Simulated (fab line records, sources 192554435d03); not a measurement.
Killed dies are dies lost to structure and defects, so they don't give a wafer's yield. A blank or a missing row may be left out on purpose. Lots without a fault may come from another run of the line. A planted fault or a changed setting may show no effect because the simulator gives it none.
Split-lot experiment | flow n5_finfet | 7 lots, 39 wafers read, on a route of 1938 steps

THE SPLIT
At N5_BEOL_M3_HM_DEP_02 (deposits TiN, target thk 20 nm), the setting target_thk_a was moved away from the recipe's 200 angstrom on 18 of the 39 wafers read, by +20.0% to +36.9%. The other wafers ran this setting at the recipe's value.

FROM THE SPLIT TO THE READING: what the file shows between them, 4 steps
- N5_BEOL_M3_COAT_61: time 60 s, resist thk 60 nm
- N5_BEOL_M3_COAT_62: time 60 s, resist thk 12 nm
- N5_BEOL_M3_STRIP_75: strips in N2/H2
- N5_BEOL_M3_STRIP_66: strips in CF4

THE READING
etch.depth_nm (the simulator's own value, which no gauge read), in nm, at N5_BEOL_M3_HM_OPEN_17 (chemistry Cl2/BCl3, target TiN, target depth 20 nm, overetch 6 nm). The file gives no usual value for it. The 21 wafers here that ran the recipe average 20.13 nm, standard deviation 0.19 nm.

wafer  | tool, chamber at the split | target_thk_a as run, angstrom | against the recipe | etch.depth_nm, nm | against lot-mates on the recipe
L074.1 | pvd_sputter-02, -          | 270.8                         | +35.4%             | 27.01             | +7.09
L074.2 | pvd_sputter-02, -          | 270.8                         | +35.4%             | 26.14             | +6.22
L074.3 | pvd_sputter-02, -          | 200                           | recipe             | 19.78             | -
L074.4 | pvd_sputter-02, -          | 200                           | recipe             | 20.12             | -
L074.5 | pvd_sputter-02, -          | 270.8                         | +35.4%             | 26.89             | +6.97
L074.6 | pvd_sputter-02, -          | 200                           | recipe             | 19.85             | -
L076.1 | pvd_sputter-03, -          | 200                           | recipe             | 20.23             | -
L076.2 | pvd_sputter-03, -          | 239.9                         | +20.0%             | 24.55             | +4.19
L076.3 | pvd_sputter-03, -          | 239.9                         | +20.0%             | 24.21             | +3.85
L076.4 | pvd_sputter-03, -          | 239.9                         | +20.0%             | 24.03             | +3.67
L076.5 | pvd_sputter-03, -          | 200                           | recipe             | 20.59             | -
L076.6 | pvd_sputter-03, -          | 200                           | recipe             | 20.27             | -
L078.1 | pvd_sputter-01, -          | 200                           | recipe             | 19.82             | -
L078.2 | pvd_sputter-01, -          | 273.9                         | +36.9%             | 26.97             | +6.99
L078.3 | pvd_sputter-01, -          | 273.9                         | +36.9%             | 25.38             | +5.40
L078.4 | pvd_sputter-01, -          | 273.9                         | +36.9%             | 27.13             | +7.15
L078.5 | pvd_sputter-01, -          | 200                           | recipe             | 20.09             | -
L078.6 | pvd_sputter-01, -          | 200                           | recipe             | 20.03             | -
L095.1 | pvd_sputter-03, -          | 200                           | recipe             | 20.06             | -
L095.2 | pvd_sputter-03, -          | 269.5                         | +34.7%             | 27.31             | +7.23
L095.3 | pvd_sputter-03, -          | 269.5                         | +34.7%             | 27.02             | +6.94
L095.4 | pvd_sputter-03, -          | 269.5                         | +34.7%             | 25.58             | +5.50
L095.5 | pvd_sputter-03, -          | 200                           | recipe             | 20.2              | -
L095.6 | pvd_sputter-03, -          | 200                           | recipe             | 19.97             | -
L092.1 | pvd_sputter-03, -          | 271.6                         | +35.8%             | 27.21             | +6.93
L092.2 | pvd_sputter-03, -          | 200                           | recipe             | 20.35             | -
L092.3 | pvd_sputter-03, -          | 200                           | recipe             | 20.2              | -
L092.4 | pvd_sputter-03, -          | 271.6                         | +35.8%             | 27.22             | +6.94
L092.5 | pvd_sputter-03, -          | 271.6                         | +35.8%             | 25.2              | +4.92
L092.6 | pvd_sputter-03, -          | 200                           | recipe             | 20.29             | -
L086.1 | pvd_sputter-03, -          | 200                           | recipe             | 20.29             | -
L086.2 | pvd_sputter-03, -          | 260.2                         | +30.1%             | 25.99             | +5.80
L086.3 | pvd_sputter-03, -          | 200                           | recipe             | 20.17             | -
L086.4 | pvd_sputter-03, -          | 260.2                         | +30.1%             | 26.23             | +6.04
L086.5 | pvd_sputter-03, -          | 200                           | recipe             | 20.12             | -
L086.6 | pvd_sputter-03, -          | 260.2                         | +30.1%             | 25.87             | +5.68
L097.1 | pvd_sputter-01, -          | 200                           | recipe             | 19.94             | -
L097.3 | pvd_sputter-01, -          | 200                           | recipe             | 20.17             | -
L097.6 | pvd_sputter-01, -          | 200                           | recipe             | 20.26             | -

THE FIT
A straight line over all 39 wafers: etch.depth_nm changes by +0.183 nm for each +1% of target_thk_a; r = +0.99; the points scatter about the line by 0.5 nm.
The same after taking each lot's own level away (the mean of its wafers on the recipe; 39 wafers): +0.184 nm for each +1%; r = +0.99; scatter 0.48 nm.
On that fit, the largest move of target_thk_a shifts the reading by 6.8 nm.
The lots' own levels span 19.917 to 20.363 nm, that is 2.4 times the standard deviation above.
So the lot-to-lot level changes the slope little: the two slopes agree.
Check: with one of the wafers moved furthest among these (+36.9%) left out of the fit, the line predicts +6.82 nm for it against its lot-mates. It came out at +6.99 nm against them.

OTHER SPLITS ON THESE WAFERS
These wafers also went through other splits before the reading. Each is held against what the fit with the lots' levels taken away leaves over:
other split on the same wafers    | wafers away from the commonest value | r with etch.depth_nm (lot level and that fit taken away)
N5_FIN_SAQP_HM_DEP_03 time_s      | 15                                   | -0.03
N5_DUMMY_GATE_ALD_02 target_thk_a | 15                                   | +0.07
N5_BEOL_M0_SAQP_PECVD_97 time_s   | 18                                   | +0.09

THE WHOLE CHAIN: every reading that the file lists as answering this split, in the file's order
step                  | what it does                                                      | reading                                                                          | change (the file's fit)               | r (the file's)
N5_BEOL_M3_HM_DEP_02  | deposits TiN, target thk 20 nm                                    | TiN_of_BEOL_M3_HM_DEP_02.thk_nm (the simulator's own value, which no gauge read) | +0.201 nm for each +1% of the setting | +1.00
N5_BEOL_M3_HM_OPEN_17 | chemistry Cl2/BCl3, target TiN, target depth 20 nm, overetch 6 nm | etch.depth_nm (the simulator's own value, which no gauge read)                   | +0.185 nm for each +1% of the setting | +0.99

THE FILE'S OWN FIT
etch.depth_nm changes by +0.185 nm for each +1% of target_thk_a, r = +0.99.
